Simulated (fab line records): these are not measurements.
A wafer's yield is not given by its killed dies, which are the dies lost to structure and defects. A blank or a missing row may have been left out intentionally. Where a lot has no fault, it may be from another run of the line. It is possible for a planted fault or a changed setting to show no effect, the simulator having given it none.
Matching of chambers ; flow nand-harc ; NHARC_A_M1_CMP_23 on cmp-04: 4 sister chambers
The step polishes, t overpolish 20 s, target thk 154.34 nm. 4 wafers are shown with their chamber, then 7 later ones without.

WAFERS WITH THEIR CHAMBER
wafer;chamber;motor-current-A (A)
L085.6;0;12.1
L087.4;1;13.5
L091.3;2;12.3
L091.4;3;11.8

WAFERS WHOSE CHAMBER IS MISSING
wafer;motor-current-A (A)
L091.5;11.6
L096.1;11.1
L096.3;11.9
L096.5;10.7
L097.1;12.6
L097.5;12.4
L097.6;13.1

WHICH CHAMBER EACH WENT THROUGH
wafer;from the rows above;in truth
L091.5;can't be placed: 3 or 0 or 2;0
L096.1;can't be placed: 3 or 0 or 2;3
L096.3;can't be placed: 3 or 0 or 2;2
L096.5;can't be placed: 3 or 0 or 2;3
L097.1;can't be placed: 2 or 0 or 3 or 1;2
L097.5;can't be placed: 2 or 0 or 3 or 1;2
L097.6;can't be placed: 1 or 2 or 0 or 3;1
Placed correctly: 0 of 7. Not placeable from these rows: 7 (in 7, the candidates include the true chamber). Number placed wrongly: 0.
How it was worked out, from the rows above alone: a wafer's distance from a chamber is the root of the sum, over the readings, of the square of ((its reading less the chamber's mean) divided by the reading's scatter). The wafer belongs to the nearest chamber; if the next one is less than 2 further off, it can't be placed. A chamber's mean is the mean of its shown wafers. The scatter (one wafer shown for each chamber): square how far every hidden wafer sits from the nearest shown wafer, average those squares and take the square root.
